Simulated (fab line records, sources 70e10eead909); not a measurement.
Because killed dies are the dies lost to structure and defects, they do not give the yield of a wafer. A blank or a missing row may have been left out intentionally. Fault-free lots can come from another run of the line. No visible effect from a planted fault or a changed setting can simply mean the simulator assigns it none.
Chamber matching / flow nandHarc / NHARC_A_M1_CMP_23 on cmp-03 has 4 sister chambers
The step polishes, t overpolish 20 s, target thk 154.34 nm. 4 wafers are shown with their chamber, then 8 later ones without.

WAFERS PAIRED WITH THEIR CHAMBERS
wafer=L519.2; chamber=0; motorCurrentA (A)=13.2
wafer=L527.6; chamber=3; motorCurrentA (A)=10.3
wafer=L530.1; chamber=2; motorCurrentA (A)=12.2
wafer=L530.4; chamber=1; motorCurrentA (A)=13.9

WAFERS WITHOUT THEIR CHAMBER
wafer=L530.6; motorCurrentA (A)=14.7
wafer=L532.1; motorCurrentA (A)=12.6
wafer=L532.3; motorCurrentA (A)=13.5
wafer=L532.6; motorCurrentA (A)=13.7
wafer=L537.3; motorCurrentA (A)=12.5
wafer=L539.2; motorCurrentA (A)=14.4
wafer=L539.3; motorCurrentA (A)=10.8
wafer=L539.4; motorCurrentA (A)=12.3

CHAMBER TAKEN BY EACH
wafer=L530.6; from the rows above=can't be placed: 1 or 0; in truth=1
wafer=L532.1; from the rows above=can't be placed: 2 or 0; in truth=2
wafer=L532.3; from the rows above=can't be placed: 0 or 1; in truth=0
wafer=L532.6; from the rows above=can't be placed: 1 or 0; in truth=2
wafer=L537.3; from the rows above=can't be placed: 2 or 0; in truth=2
wafer=L539.2; from the rows above=can't be placed: 1 or 0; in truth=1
wafer=L539.3; from the rows above=3; in truth=3
wafer=L539.4; from the rows above=can't be placed: 2 or 0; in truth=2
1 of 8 placed correctly. Not placeable from these rows: 7 (in 6, the candidates include the true chamber). Wrongly placed: 0.
How it was worked out, from the rows above alone: a wafer's distance from a chamber is the root of the sum, over the readings, of the square of ((its reading less the chamber's mean) divided by the reading's scatter). If the next closest chamber is less than 2 further off than the closest, the wafer can't be placed; otherwise it belongs to the closest. The mean given for a chamber averages the wafers shown for that chamber. The scatter: with one shown wafer a chamber, the root of the mean of the squares of how far each hidden wafer lies from its nearest shown one.
